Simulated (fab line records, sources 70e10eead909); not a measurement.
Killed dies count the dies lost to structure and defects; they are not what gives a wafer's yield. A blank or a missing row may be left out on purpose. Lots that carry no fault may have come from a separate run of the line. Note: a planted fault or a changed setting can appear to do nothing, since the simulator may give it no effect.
Chamber matching / flow nandHarc / 4 sister chambers for NHARC_A_WL_FILL_ALD_10 on aldHk-01
The step deposits SiO2, target thk 50 nm, pulse time 10 s, ald cycles 500. 4 wafers are shown with their chamber, then 8 later ones without.

## EACH WAFER AND ITS CHAMBER
wafer=L090.3; chamber=3; heaterPowerW (W)=442
wafer=L090.1; chamber=1; heaterPowerW (W)=367
wafer=L090.6; chamber=0; heaterPowerW (W)=465
wafer=L091.1; chamber=2; heaterPowerW (W)=409

## WAFERS MISSING THEIR CHAMBER
wafer=L091.3; heaterPowerW (W)=447
wafer=L091.4; heaterPowerW (W)=453
wafer=L091.5; heaterPowerW (W)=439
wafer=L091.2; heaterPowerW (W)=360
wafer=L091.6; heaterPowerW (W)=448
wafer=L096.1; heaterPowerW (W)=451
wafer=L096.3; heaterPowerW (W)=424
wafer=L096.5; heaterPowerW (W)=455

## THE CHAMBER EACH PASSED THROUGH
wafer=L091.3; from the rows above=can't be placed: 3 or 0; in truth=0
wafer=L091.4; from the rows above=can't be placed: 3 or 0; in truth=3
wafer=L091.5; from the rows above=3; in truth=3
wafer=L091.2; from the rows above=1; in truth=1
wafer=L091.6; from the rows above=can't be placed: 3 or 0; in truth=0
wafer=L096.1; from the rows above=can't be placed: 3 or 0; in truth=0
wafer=L096.3; from the rows above=can't be placed: 2 or 3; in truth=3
wafer=L096.5; from the rows above=can't be placed: 0 or 3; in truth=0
Correct placement for 2 of the 8. These rows do not allow placing 6 (true chamber among the candidates in 6). 0 placed wrongly.
How it was worked out, from the rows above alone: a wafer's distance from a chamber is the root of the sum, over the readings, of the square of ((its reading less the chamber's mean) divided by the reading's scatter). If the next closest chamber is less than 2 further off than the closest, the wafer can't be placed; otherwise it belongs to the closest. The mean given for a chamber averages the wafers shown for that chamber. The scatter: root of mean squared gap, hidden wafer to nearest shown wafer, with one shown wafer a chamber.
